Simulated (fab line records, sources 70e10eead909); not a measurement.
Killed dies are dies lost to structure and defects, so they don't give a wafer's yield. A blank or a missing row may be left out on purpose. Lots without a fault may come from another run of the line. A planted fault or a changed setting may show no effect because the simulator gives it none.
Chamber matching | flow nand_harc | NHARC_A_STAIRCASE_DEP_156 on pecvd-04: 3 sister chambers
The step deposits SiNx, target thk 50 nm. 18 wafers are shown with their chamber, then 9 later ones without.

WAFERS WITH THEIR CHAMBER
wafer  | chamber | heater_power_w (W)
L074.1 | 1       | 896
L074.5 | 1       | 899
L074.6 | 2       | 568
L076.1 | 2       | 579
L076.2 | 1       | 881
L076.3 | 1       | 863
L076.4 | 2       | 587
L076.5 | 2       | 585
L076.6 | 1       | 871
L077.3 | 0       | 663
L077.4 | 2       | 547
L077.6 | 1       | 870
L081.3 | 0       | 702
L081.5 | 0       | 729
L081.6 | 2       | 603
L091.1 | 2       | 631
L091.3 | 0       | 702
L091.5 | 2       | 642

SIGNATURES (means of the wafers above)
reading        | chamber 0 | chamber 1 | chamber 2 | scatter within a chamber
heater_power_w | 699.00    | 880.00    | 592.75    | 26.2
Rule: a wafer's distance from a chamber is the root of the sum, over the readings, of the square of ((its reading less the chamber's mean) divided by the reading's scatter). The wafer belongs to the nearest chamber; if the next one is less than 2 further off, it can't be placed. The scatter: the root of (the sum of the squares of (reading less its chamber's mean) over the shown wafers, divided by (wafers less chambers)).

WAFERS WITHOUT THEIR CHAMBER
wafer  | heater_power_w (W)
L092.3 | 624
L092.4 | 631
L092.6 | 628
L094.1 | 787
L094.2 | 657
L094.5 | 668
L095.4 | 788
L095.5 | 610
L095.6 | 714

WHICH CHAMBER EACH WENT THROUGH
wafer  | from the rows above     | in truth
L092.3 | can't be placed: 2 or 0 | 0
L092.4 | can't be placed: 2 or 0 | 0
L092.6 | can't be placed: 2 or 0 | 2
L094.1 | can't be placed: 0 or 1 | 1
L094.2 | can't be placed: 0 or 2 | 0
L094.5 | can't be placed: 0 or 2 | 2
L095.4 | can't be placed: 0 or 1 | 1
L095.5 | 2                       | 2
L095.6 | 0                       | 0
Placed correctly: 2 of 9. Can't be placed from these rows: 7 (the true chamber is among the candidates in 7). Placed wrongly: 0.
